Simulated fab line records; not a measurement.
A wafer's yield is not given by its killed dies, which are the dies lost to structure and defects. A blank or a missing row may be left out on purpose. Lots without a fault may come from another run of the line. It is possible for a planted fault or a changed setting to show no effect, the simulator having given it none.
fab line records -- flow n5-finfet -- part 1 of 2: steps 1 to 20 of 26
record: lots: 5, wafers: 15, last-day: 21
route steps=1938 shown MIM_BOT_ETCH@1868 PASS1_CAP@1873 TV_LITHO@1875 TV_OPEN@1887 PAD_METAL@1893
lots that met no fault: from a run of the same line without faults
start-h: start of the lot's first displayed wafer, in hours after the record's first day -- wait-h: time in hours since the lot's previous step -- " identical to the entry in the row above -- L1.1+2: a row that stands for several wafers -- - no value present, or no start provided -- * or withheld: withheld -- < > ~ a bound
route shown NAME@n: a module of which the file shows steps, and the number in the route of the first -- usual: average and standard deviation across the fault-free wafers -- same: alike in all rows -- chamber/n: place in a boat -- sites: each site's reading -- _std_site: the values' standard deviation -- _edge_site: the outer-site mean with the inner-site mean subtracted -- radius-mm: for every site, how far away it sits from the centre of the wafer -- mask NAME#n: copy n -- behind: the tool/chamber that last shaped the wafer -- hold: the reason the lot was held/the length of the hold in hours/how it ended -- device: names the non-switching transistor (n, p or np) -- end of line: the tests these same wafers got at the end of their route -- step lacking rows: just its recipe -- killed: the dies lost at the first sort to structure and to defects; this is not the yield of the wafer -- map: a wafer's dies, marking killed ones x, the rest . and places with no die _
set.NAME: setting as actually run; set.NAME@STEP: the setting as run at that earlier step -- model.NAME: the simulator's own value behind a step, which no gauge read
lots seen at some steps along the route; tables by step, rows by wafer
services: from which hour (start-h, from the record's first day; less than 0 if before it) a tool's chamber was out of use, for how many hours, and why
== steps ==
step: N5_MIM_BOT_ETCH_ETCH_00
recipe: chemistry: Cl2/BCl3, target: TiN, target-depth-a: 455, ion-energy-ev: 150, pressure-mtorr: 10, icp-w: 1000, bias-w: 126, Cl2_flow_sccm: 53.25, bcl3-flow-sccm: 21.75, Ar_flow_sccm: 25
usual: bias-w: 126.0/0.35, drypump-motor-current-A: 6.1/0.42, mfc-ar-sccm: 25.00/0.074, oes-product-au: 0.84/0.06, throttle-valve-pct: 21.75/0.22
lot.wafer,tool,chamber,start-h,wait-h,bias-w,drypump-motor-current-A,mfc-ar-sccm,oes-product-au,rf-hours-counter-h,throttle-valve-pct
L077.1,rie-metal-02,1,356.12,0.1,125.8,5.7,25.10,0.82,26,21.84
L077.4,rie-metal-02,1,356.12,0.1,125.5,5.7,25.03,0.82,-,21.86
L077.6,rie-metal-02,1,356.12,0.1,126.0,5.7,25.09,0.82,-,21.84
L080.1,rie-metal-02,1,383.92,0.1,126.7,5.7,25.00,0.82,29,21.84
L080.3,rie-metal-02,1,383.92,0.1,125.8,5.7,25.00,0.83,-,21.81
L080.6,rie-metal-02,0,383.92,0.1,125.9,6.6,25.02,0.88,-,21.62
L084.2,rie-metal-02,0,427.16,0.1,126.0,6.6,24.93,0.86,20,21.64
L084.3,rie-metal-02,0,427.16,0.1,125.7,6.6,24.87,0.86,-,21.63
L084.6,rie-metal-02,0,427.16,0.1,125.7,6.6,24.87,0.86,-,21.63
L089.3,rie-metal-02,0,458.74,0.1,125.6,6.6,25.04,0.84,-,21.64
L089.5,rie-metal-02,0,458.74,0.1,126.0,6.6,25.15,0.85,-,21.64
L089.6,rie-metal-02,1,458.74,0.1,126.2,5.7,25.05,0.80,-,21.84
L097.1,rie-metal-02,0,496.48,0.1,125.5,6.6,25.08,0.84,27,21.64
L097.2,rie-metal-02,1,496.48,0.1,126.3,5.7,24.98,0.80,39,21.84
L097.3,rie-metal-02,0,496.48,0.1,125.6,6.6,25.15,0.85,-,21.64
step: N5_MIM_BOT_ETCH_STRIP_01
recipe: chemistry: O2, power-w: 600, temp-c: 60, pressure-mtorr: 30, rf-frequency-hz: 6e+07, bias-power-w: 0, overash-fraction: 0.5, o2-flow-sccm: 225
usual: drypump-motor-current-A: 5.71/0.17, o2-flow-sccm: 225.0/0.65, oes-product-au: 0.79/0.078, rf-vpp-V: 3.8/1.4, showerhead-plenum-p-Torr: 2.05/0.067, throttle-valve-pct: 16.67/0.24
same: bias-power-w: 0
lot.wafer,tool,chamber,start-h,wait-h,drypump-motor-current-A,o2-flow-sccm,oes-product-au,rf-hours-counter-h,rf-vpp-V,showerhead-plenum-p-Torr,throttle-valve-pct
L077.1,rie-diel-03,2,356.26,0.1,5.96,224.9,0.69,240,4.0,2.14,16.89
L077.4,rie-diel-03,0,356.26,0.1,5.51,225.1,0.94,6,3.4,2.07,16.42
L077.6,rie-diel-03,2,356.26,0.1,5.95,224.1,0.70,-,3.0,2.14,16.77
L080.1,rie-diel-03,1,384.21,0.2,5.78,224.3,0.71,193,3.0,2.00,16.99
L080.3,rie-diel-03,0,384.21,0.2,5.52,224.7,0.91,17,2.0,2.06,16.44
L080.6,rie-diel-03,3,384.21,0.2,5.63,225.9,0.74,-,4.4,1.96,16.56
L084.2,rie-diel-04,1,427.32,0.1,5.90,225.5,0.83,82,2.0,2.04,16.62
L084.3,rie-diel-04,0,427.32,0.1,5.87,225.5,0.82,94,3.6,2.04,16.92
L084.6,rie-diel-04,0,427.32,0.1,5.86,226.9,0.79,-,6.3,2.05,16.92
L089.3,rie-diel-01,2,458.85,0.1,5.63,225.5,0.98,3,2.3,2.06,16.70
L089.5,rie-diel-01,0,458.85,0.1,5.79,225.4,0.74,-,3.4,1.99,16.71
L089.6,rie-diel-01,1,458.85,0.1,5.55,225.1,0.74,-,2.2,2.15,16.78
L097.1,rie-diel-01,3,496.62,0.1,5.83,224.2,0.81,101,4.2,2.00,16.30
L097.2,rie-diel-01,2,496.62,0.1,5.63,224.5,0.93,16,3.7,2.05,16.72
L097.3,rie-diel-01,0,496.62,0.1,5.75,224.5,0.73,203,5.0,1.98,16.75
step: N5_MIM_BOT_ETCH_STRIP_02
recipe: chemistry: post-etch-residue-remover, time-s: 1200, temp-c: 72.5
usual: bath-heat-duty-pct: 14.7/2
same: time-s: 1200
lot.wafer,tool,chamber,start-h,wait-h,bath-heat-duty-pct
L077.1,wet-bench-02,3,356.33,-,15.8
L077.4,wet-bench-02,7,356.33,-,12.8
L077.6,wet-bench-02,4,356.33,-,16.1
L080.1,wet-bench-02,2,384.27,-,13.5
L080.3,wet-bench-02,0,384.27,-,16.8
L080.6,wet-bench-02,3,384.27,-,15.4
L084.2,wet-bench-03,3,427.39,-,20.8
L084.3,wet-bench-03,5,427.39,-,18.3
L084.6,wet-bench-03,4,427.39,-,16.2
L089.3,wet-bench-03,6,458.91,-,13.7
L089.5,wet-bench-03,0,458.91,-,14.3
L089.6,wet-bench-03,1,458.91,-,14.3
L097.1,wet-bench-01,7,496.69,-,14.0
L097.2,wet-bench-01,5,496.69,-,14.1
L097.3,wet-bench-01,1,496.69,-,15.7
step: N5_MIM_BOT_ETCH_CLEAN_05
recipe: chemistry: IPA, time-s: 180, temp-c: 25
usual: bath-heat-duty-pct: 6.4/0.81
same: time-s: 180
lot.wafer,tool,chamber,start-h,wait-h,bath-heat-duty-pct
L077.1,wet-bench-02,3,356.66,0.0,6.9
L077.4,wet-bench-02,7,356.66,0.0,6.1
L077.6,wet-bench-02,4,356.66,0.0,6.5
L080.1,wet-bench-02,2,384.61,0.0,5.8
L080.3,wet-bench-02,0,384.61,0.0,8.1
L080.6,wet-bench-02,3,384.61,0.0,7.4
L084.2,wet-bench-03,3,427.72,0.0,8.6
L084.3,wet-bench-03,5,427.72,0.0,7.6
L084.6,wet-bench-03,4,427.72,0.0,7.0
L089.3,wet-bench-03,6,459.25,0.0,6.7
L089.5,wet-bench-03,0,459.25,0.0,5.7
L089.6,wet-bench-03,1,459.25,0.0,6.3
L097.1,wet-bench-01,7,497.02,0.0,6.3
L097.2,wet-bench-01,5,497.02,0.0,6.7
L097.3,wet-bench-01,1,497.02,0.0,7.0
step: N5_MIM_BOT_ETCH_SRD_06
recipe: dry: ipa-marangoni, time-s: 30, temp-c: 23, rinse-liquid: diw
usual: bath-heat-duty-pct: 3.7/0.61
same: time-s: 30
lot.wafer,tool,chamber,start-h,wait-h,bath-heat-duty-pct
L077.1,wet-bench-02,3,356.72,0.0,3.7
L077.4,wet-bench-02,7,356.72,0.0,2.8
L077.6,wet-bench-02,4,356.72,0.0,3.9
L080.1,wet-bench-02,2,384.66,0.0,3.8
L080.3,wet-bench-02,0,384.66,0.0,4.0
L080.6,wet-bench-02,3,384.66,0.0,3.7
L084.2,wet-bench-03,3,427.77,0.0,4.1
L084.3,wet-bench-03,5,427.77,0.0,4.0
L084.6,wet-bench-03,4,427.77,0.0,4.0
L089.3,wet-bench-03,6,459.30,0.0,3.9
L089.5,wet-bench-03,0,459.30,0.0,3.2
L089.6,wet-bench-03,1,459.30,0.0,2.9
L097.1,wet-bench-01,7,497.08,0.0,3.3
L097.2,wet-bench-01,5,497.08,0.0,3.9
L097.3,wet-bench-01,1,497.08,0.0,4.7
step: N5_PASSIVATION_PECVD_55
recipe: material: SiO2, target-thk-a: 4000, temp-c: 400, precursor: SiH4/N2O, pressure-torr: 2.7, rf-w: 608, time-s: 22.5
usual: heater-power-outer-w: 399/68, heater-power-w: 685/84, showerhead-plenum-p-Torr: 8.15/0.088, throttle-valve-pct: 52/3.8
same: time-s: 22.5
lot.wafer,tool,chamber,start-h,wait-h,heater-power-outer-w,heater-power-w,showerhead-plenum-p-Torr,since-wet-clean-h,throttle-valve-pct
L077.1,pecvd-03,2,356.76,0.0,401,690,8.06,307,49
L077.4,pecvd-03,2,356.76,0.0,421,722,8.08,-,49
L077.6,pecvd-03,2,356.76,0.0,413,746,8.05,-,49
L080.1,pecvd-04,1,384.71,0.0,373,672,8.25,1632,59
L080.3,pecvd-04,2,384.71,0.0,476,799,8.09,153,48
L080.6,pecvd-04,1,384.71,0.0,390,677,8.21,-,60
L084.2,pecvd-03,2,427.82,0.0,411,726,8.09,378,50
L084.3,pecvd-03,0,427.82,0.0,318,538,8.31,1132,55
L084.6,pecvd-03,1,427.82,0.0,372,690,8.08,-,53
L089.3,pecvd-04,1,459.35,0.0,364,662,8.21,1707,59
L089.5,pecvd-04,0,459.35,0.0,455,745,8.19,-,58
L089.6,pecvd-04,2,459.35,0.0,468,765,8.09,-,49
L097.1,pecvd-04,1,497.12,0.0,359,632,8.23,1745,59
L097.2,pecvd-04,0,497.12,0.0,447,735,8.16,1020,58
L097.3,pecvd-04,2,497.12,0.0,483,795,8.12,266,48
step: N5_PASSIVATION_PECVD_01
recipe: material: SiNx, target-thk-a: 2000, temp-c: 400, precursor: SiH4/NH3/N2, pressure-torr: 4.9, rf-w: 1406, time-s: 43.2
usual: heater-power-outer-w: 183/60, heater-power-w: 396/78, showerhead-plenum-p-Torr: 8.66/0.062, throttle-valve-pct: 29.5/2.1
same: time-s: 43.2
lot.wafer,tool,chamber,start-h,wait-h,heater-power-outer-w,heater-power-w,showerhead-plenum-p-Torr,since-wet-clean-h,throttle-valve-pct
L077.1,pecvd-03,2,356.81,0.0,204,448,8.61,307,28.0
L077.4,pecvd-03,2,356.81,0.0,216,464,8.60,-,27.9
L077.6,pecvd-03,2,356.81,0.0,214,472,8.63,-,27.8
L080.1,pecvd-04,1,384.74,0.0,231,458,8.72,1632,33.3
L080.3,pecvd-04,2,384.74,0.0,174,368,8.63,153,27.5
L080.6,pecvd-04,1,384.74,0.0,111,306,8.74,-,33.6
L084.2,pecvd-03,2,427.86,0.0,214,456,8.61,378,28.0
L084.3,pecvd-03,0,427.86,0.0,165,330,8.76,1132,31.6
L084.6,pecvd-03,1,427.86,0.0,199,447,8.60,-,29.7
L089.3,pecvd-04,1,459.39,0.0,180,408,8.74,1707,33.4
L089.5,pecvd-04,0,459.39,0.0,207,421,8.69,-,32.8
L089.6,pecvd-04,2,459.39,0.0,271,507,8.64,-,27.5
L097.1,pecvd-04,1,497.16,0.0,226,467,8.71,1745,33.5
L097.2,pecvd-04,0,497.16,0.0,167,365,8.71,1020,33.0
L097.3,pecvd-04,2,497.16,0.0,279,513,8.63,266,27.7
step: N5_PASSIVATION_HMDS_03
recipe: time-s: 60, temp-c: 120
usual: exhaust-pa: 45.2/0.94
same: time-s: 60
lot.wafer,tool,chamber,start-h,wait-h,exhaust-pa
L077.1,litho-track-03,0,360.18,3.3,45.5
L077.4,litho-track-03,0,360.18,3.3,46.9
L077.6,litho-track-03,0,360.18,3.3,45.9
L080.1,litho-track-04,0,387.60,2.8,47.0
L080.3,litho-track-04,0,387.60,2.8,45.7
L080.6,litho-track-04,0,387.60,2.8,47.4
L084.2,litho-track-01,0,427.93,0.1,43.6
L084.3,litho-track-01,0,427.93,0.1,43.7
L084.6,litho-track-01,0,427.93,0.1,44.0
L089.3,litho-track-04,0,459.70,0.3,45.0
L089.5,litho-track-04,0,459.70,0.3,44.0
L089.6,litho-track-04,0,459.70,0.3,43.9
L097.1,litho-track-01,0,498.33,1.1,46.5
L097.2,litho-track-01,0,498.33,1.1,47.5
L097.3,litho-track-01,0,498.33,1.1,47.0
step: N5_PASSIVATION_COAT_04
recipe: spin-rpm: *, resist-thk-nm: *
usual: exhaust-pa: 44.9/0.93
lot.wafer,tool,chamber,start-h,wait-h,exhaust-pa
L077.1,litho-track-03,0,-,-,45.7
L077.4,litho-track-03,0,-,-,43.8
L077.6,litho-track-03,0,-,-,46.0
L080.1,litho-track-04,0,-,-,45.3
L080.3,litho-track-04,0,-,-,45.2
L080.6,litho-track-04,0,-,-,45.5
L084.2,litho-track-01,0,-,-,45.1
L084.3,litho-track-01,0,-,-,45.5
L084.6,litho-track-01,0,-,-,44.2
L089.3,litho-track-04,0,-,-,43.6
L089.5,litho-track-04,0,-,-,44.4
L089.6,litho-track-04,0,-,-,43.8
L097.1,litho-track-01,0,-,-,45.1
L097.2,litho-track-01,0,-,-,45.2
L097.3,litho-track-01,0,-,-,45.7
step: N5_PASSIVATION_EBR_06
recipe: solvent: PGMEA, ebr-width-mm: 1.5
usual: exhaust-pa: 44.8/0.93
lot.wafer,tool,chamber,start-h,wait-h,exhaust-pa
L077.1,litho-track-03,0,-,-,43.7
L077.4,litho-track-03,0,-,-,44.1
L077.6,litho-track-03,0,-,-,42.2
L080.1,litho-track-04,0,-,-,45.2
L080.3,litho-track-04,0,-,-,45.7
L080.6,litho-track-04,0,-,-,45.5
L084.2,litho-track-01,0,-,-,45.9
L084.3,litho-track-01,0,-,-,45.5
L084.6,litho-track-01,0,-,-,44.8
L089.3,litho-track-04,0,-,-,44.0
L089.5,litho-track-04,0,-,-,42.8
L089.6,litho-track-04,0,-,-,44.3
L097.1,litho-track-01,0,-,-,44.3
L097.2,litho-track-01,0,-,-,44.3
L097.3,litho-track-01,0,-,-,44.2
step: N5_PASSIVATION_SOFTBAKE_05
recipe: temp-c: 100, time-s: 90
usual: exhaust-pa: 44.9/0.94
same: time-s: 90
lot.wafer,tool,chamber,start-h,wait-h,exhaust-pa
L077.1,litho-track-03,0,-,-,44.5
L077.4,litho-track-03,0,-,-,46.1
L077.6,litho-track-03,0,-,-,43.8
L080.1,litho-track-04,0,-,-,44.4
L080.3,litho-track-04,0,-,-,45.7
L080.6,litho-track-04,0,-,-,44.2
L084.2,litho-track-01,0,-,-,45.6
L084.3,litho-track-01,0,-,-,44.4
L084.6,litho-track-01,0,-,-,43.8
L089.3,litho-track-04,0,-,-,45.1
L089.5,litho-track-04,0,-,-,45.6
L089.6,litho-track-04,0,-,-,44.3
L097.1,litho-track-01,0,-,-,44.4
L097.2,litho-track-01,0,-,-,45.9
L097.3,litho-track-01,0,-,-,44.0
step: N5_PASSIVATION_EXPOSE_07
recipe: mask-id: TV, na: 0.55, source-shape: conventional, sigma-outer: 0.8, polarization: unpolarized, defocus-nm: 0, target-cd-nm: 3000, dose-mj: 22.75
lot.wafer,tool,chamber,start-h,wait-h,mask
L077.1+4+6,krf-scanner-02,0,360.57,-,TV#0
L080.1+3+6,krf-scanner-02,0,387.70,-,TV#0
L084.2+3+6,krf-scanner-02,0,428.05,-,TV#0
L089.3+5+6,krf-scanner-02,0,459.94,-,TV#0
L097.1+2+3,krf-scanner-02,0,498.44,-,TV#0
step: N5_PASSIVATION_PEB_08
recipe: peb-temp-c: withheld, peb-time-s: *
usual: exhaust-pa: 45.0/0.82
same: peb-time-s: *
lot.wafer,tool,chamber,start-h,wait-h,exhaust-pa
L077.1,litho-track-03,0,360.63,0.1,43.7
L077.4,litho-track-03,0,360.63,0.1,44.9
L077.6,litho-track-03,0,360.63,0.1,44.6
L080.1,litho-track-01,0,387.76,0.1,44.6
L080.3,litho-track-01,0,387.76,0.1,46.1
L080.6,litho-track-01,0,387.76,0.1,44.8
L084.2,litho-track-03,0,428.10,0.0,45.4
L084.3,litho-track-03,0,428.10,0.0,46.5
L084.6,litho-track-03,0,428.10,0.0,45.7
L089.3,litho-track-03,0,459.99,0.0,43.1
L089.5,litho-track-03,0,459.99,0.0,45.0
L089.6,litho-track-03,0,459.99,0.0,46.4
L097.1,litho-track-04,0,498.49,0.1,45.5
L097.2,litho-track-04,0,498.49,0.1,44.1
L097.3,litho-track-04,0,498.49,0.1,43.8
step: N5_PASSIVATION_DEVELOP_09
recipe: develop-time-s: 60, rinse-liquid: diw, dry: air-spin, dev-temp-c: 21
usual: exhaust-pa: 45.0/0.98
lot.wafer,tool,chamber,start-h,wait-h,exhaust-pa
L077.1,litho-track-03,0,-,-,45.8
L077.4,litho-track-03,0,-,-,45.3
L077.6,litho-track-03,0,-,-,44.7
L080.1,litho-track-01,0,-,-,46.7
L080.3,litho-track-01,0,-,-,45.7
L080.6,litho-track-01,0,-,-,44.3
L084.2,litho-track-03,0,-,-,44.6
L084.3,litho-track-03,0,-,-,45.8
L084.6,litho-track-03,0,-,-,45.9
L089.3,litho-track-03,0,-,-,45.5
L089.5,litho-track-03,0,-,-,46.3
L089.6,litho-track-03,0,-,-,45.5
L097.1,litho-track-04,0,-,-,45.0
L097.2,litho-track-04,0,-,-,44.6
L097.3,litho-track-04,0,-,-,45.4
step: N5_PASSIVATION_HARDBAKE_11
recipe: temp-c: 130, time-s: 120
usual: exhaust-pa: 45.1/0.98
same: time-s: 120
lot.wafer,tool,chamber,start-h,wait-h,exhaust-pa
L077.1,litho-track-03,0,-,-,45.0
L077.4,litho-track-03,0,-,-,46.0
L077.6,litho-track-03,0,-,-,45.0
L080.1,litho-track-01,0,-,-,45.6
L080.3,litho-track-01,0,-,-,46.0
L080.6,litho-track-01,0,-,-,44.2
L084.2,litho-track-03,0,-,-,45.7
L084.3,litho-track-03,0,-,-,45.4
L084.6,litho-track-03,0,-,-,44.7
L089.3,litho-track-03,0,-,-,45.5
L089.5,litho-track-03,0,-,-,45.3
L089.6,litho-track-03,0,-,-,44.4
L097.1,litho-track-04,0,-,-,43.7
L097.2,litho-track-04,0,-,-,44.5
L097.3,litho-track-04,0,-,-,45.7
step: N5_PASSIVATION_CD_MEAS_10
recipe: target-cd-nm: 3000, landing-energy-ev: 500, detector: se-inlens
usual: cd-nm: 2998.7/2.7
lot.wafer,tool,chamber,start-h,wait-h,cd-nm
L077.1,cd-sem-03,0,360.75,-,3002.0
L077.4,cd-sem-03,0,360.75,-,3000.4
L077.6,cd-sem-03,0,360.75,-,2997.6
L080.1,cd-sem-03,0,387.88,-,2999.5
L080.3,cd-sem-03,0,387.88,-,3001.0
L080.6,cd-sem-03,0,387.88,-,2995.8
L084.2,cd-sem-01,0,428.22,-,3000.1
L084.3,cd-sem-01,0,428.22,-,2997.7
L084.6,cd-sem-01,0,428.22,-,3002.0
L089.3,cd-sem-01,0,460.11,-,2997.5
L089.5,cd-sem-01,0,460.11,-,3004.4
L089.6,cd-sem-01,0,460.11,-,3002.3
L097.1,cd-sem-01,0,498.61,-,2999.3
L097.2,cd-sem-01,0,498.61,-,2994.6
L097.3,cd-sem-01,0,498.61,-,2997.3
step: N5_PASSIVATION_OVL_MEAS_60
recipe: points-per-wafer: 44
usual: TV_OVL: 0/5
lot.wafer,tool,chamber,start-h,wait-h,TV_OVL[nm]
L077.1,overlay-02,0,360.78,0.0,8
L077.4,overlay-02,0,360.78,0.0,-2
L077.6,overlay-02,0,360.78,0.0,-1
L080.1,overlay-02,0,387.91,0.0,-2
L080.3,overlay-02,0,387.91,0.0,-5
L080.6,overlay-02,0,387.91,0.0,-5
L084.2,overlay-02,0,428.25,0.0,-2
L084.3,overlay-02,0,428.25,0.0,-7
L084.6,overlay-02,0,428.25,0.0,-2
L089.3,overlay-02,0,460.13,0.0,-11
L089.5,overlay-02,0,460.13,0.0,-2
L089.6,overlay-02,0,460.13,0.0,3
L097.1,overlay-02,0,498.64,0.0,2
L097.2,overlay-02,0,498.64,0.0,-7
L097.3,overlay-02,0,498.64,0.0,-7
step: N5_PASSIVATION_INSPECT_61
recipe: mode: adi, inspect-instrument: macro
usual: raw-defect-count: 1.9/1.2
lot.wafer,tool,chamber,start-h,wait-h,raw-defect-count
L077.1,defect-inspect-02,-,360.80,0.0,2
L077.4,defect-inspect-02,-,360.80,0.0,1
L077.6,defect-inspect-02,-,360.80,0.0,2
L080.1,defect-inspect-02,-,387.93,0.0,1
L080.3,defect-inspect-02,-,387.93,0.0,2
L080.6,defect-inspect-02,-,387.93,0.0,1
L084.2,defect-inspect-02,-,428.28,0.0,3
L084.3,defect-inspect-02,-,428.28,0.0,4
L084.6,defect-inspect-02,-,428.28,0.0,4
L089.3,defect-inspect-01,-,460.16,0.0,1
L089.5,defect-inspect-01,-,460.16,0.0,2
L089.6,defect-inspect-01,-,460.16,0.0,5
L097.1,defect-inspect-02,-,498.67,0.0,2
L097.2,defect-inspect-02,-,498.67,0.0,0
L097.3,defect-inspect-02,-,498.67,0.0,0
step: N5_PASSIVATION_DESCUM_12
recipe: chemistry: O2, time-s: 7.9, source-power-w: 50, bias-power-w: 20, pressure-mtorr: 20, rf-frequency-hz: 2.712e+07, temp-c: 40, o2-flow-sccm: 225
usual: bias-power-w: 20.00/0.061, drypump-motor-current-A: 5.6/0.43, o2-flow-sccm: 224.9/0.66, oes-product-au: 0.79/0.087, rf-vpp-V: 243.3/1.4, showerhead-plenum-p-Torr: 2.10/0.085, throttle-valve-pct: 20.39/0.25
same: time-s: 7.9
lot.wafer,tool,chamber,start-h,wait-h,bias-power-w,drypump-motor-current-A,o2-flow-sccm,oes-product-au,rf-hours-counter-h,rf-vpp-V,showerhead-plenum-p-Torr,throttle-valve-pct
L077.1,rie-diel-02,2,360.84,0.0,19.98,5.0,225.6,0.95,10,244.4,2.15,20.23
L077.4,rie-diel-02,1,360.84,0.0,19.95,6.4,224.6,0.77,134,243.9,2.21,20.55
L077.6,rie-diel-02,2,360.84,0.0,20.05,5.0,225.4,0.94,-,244.8,2.15,20.21
L080.1,rie-diel-05,2,388.35,0.4,20.02,6.1,223.3,0.72,189,244.1,2.17,20.37
L080.3,rie-diel-05,0,388.35,0.4,20.01,5.0,225.3,0.68,232,241.3,1.99,20.74
L080.6,rie-diel-05,0,388.35,0.4,20.08,5.0,225.0,0.69,-,241.9,1.99,20.72
L084.2,rie-diel-06,2,428.73,0.4,19.99,5.6,225.1,0.89,32,241.6,2.03,19.88
L084.3,rie-diel-06,3,428.73,0.4,19.98,6.0,224.1,0.83,77,241.8,2.11,20.38
L084.6,rie-diel-06,2,428.73,0.4,20.02,5.5,225.6,0.90,-,242.3,2.03,19.87
L089.3,rie-diel-05,2,460.21,0.1,19.89,6.2,225.8,0.72,213,244.4,2.16,20.41
L089.5,rie-diel-05,3,460.21,0.1,19.98,5.7,224.9,0.67,-,241.1,1.96,20.33
L089.6,rie-diel-05,2,460.21,0.1,20.05,6.2,225.2,0.71,-,245.1,2.16,20.41
L097.1,rie-diel-05,1,498.70,0.0,19.87,5.6,224.7,0.84,42,243.1,2.10,20.12
L097.2,rie-diel-05,2,498.70,0.0,20.01,6.1,224.9,0.69,230,243.8,2.15,20.43
L097.3,rie-diel-05,0,498.70,0.0,20.03,5.0,224.7,0.93,15,245.2,2.24,20.28
step: N5_PASSIVATION_PASS_ETCH_74
recipe: chemistry: CF4/O2, target: SiNx, target-depth-a: 2200, time-s: 110, ion-energy-ev: 100, pressure-mtorr: 40, source-w: 535, bias-w: 49, Ar_flow_sccm: 100, cf4-flow-sccm: 100, O2_flow_sccm: 10
usual: bias-w: 49.00/0.15, drypump-motor-current-A: 5.6/0.43, mfc-ar-sccm: 100.01/0.28, oes-product-au: 0.79/0.088, rf-vpp-V: 246/6.4, showerhead-plenum-p-Torr: 2.21/0.077, throttle-valve-pct: 16.00/0.22
same: time-s: 110
lot.wafer,tool,chamber,start-h,wait-h,bias-w,drypump-motor-current-A,mfc-ar-sccm,oes-product-au,rf-hours-counter-h,rf-vpp-V,showerhead-plenum-p-Torr,throttle-valve-pct
L077.1,rie-diel-02,2,360.90,0.0,48.97,5.0,99.80,0.90,10,239,2.25,15.67
L077.4,rie-diel-02,1,360.90,0.0,48.82,6.4,100.31,0.73,134,250,2.30,16.00
L077.6,rie-diel-02,2,360.90,0.0,48.88,5.0,99.96,0.90,-,237,2.25,15.66
L080.1,rie-diel-05,2,388.42,0.0,48.99,6.1,99.96,0.73,189,237,2.29,16.06
L080.3,rie-diel-05,0,388.42,0.0,48.96,5.0,100.19,0.68,232,249,2.10,16.25
L080.6,rie-diel-05,0,388.42,0.0,48.73,5.0,100.11,0.68,-,250,2.10,16.24
L084.2,rie-diel-06,2,428.79,0.0,49.08,5.5,99.91,0.89,32,238,2.18,15.64
L084.3,rie-diel-06,3,428.79,0.0,48.99,6.0,100.04,0.86,77,244,2.23,15.95
L084.6,rie-diel-06,2,428.79,0.0,49.24,5.5,100.29,0.89,-,236,2.18,15.63
L089.3,rie-diel-05,2,460.28,0.0,48.98,6.1,99.64,0.71,213,239,2.29,16.09
L089.5,rie-diel-05,3,460.28,0.0,49.06,5.8,100.09,0.68,-,242,2.08,16.06
L089.6,rie-diel-05,2,460.28,0.0,49.29,6.1,100.00,0.71,-,236,2.29,16.09
L097.1,rie-diel-05,1,498.77,0.0,48.74,5.6,100.00,0.85,43,251,2.24,15.89
L097.2,rie-diel-05,2,498.77,0.0,48.88,6.1,100.22,0.70,230,237,2.28,16.13
L097.3,rie-diel-05,0,498.77,0.0,48.99,5.0,99.62,0.93,15,254,2.35,15.79
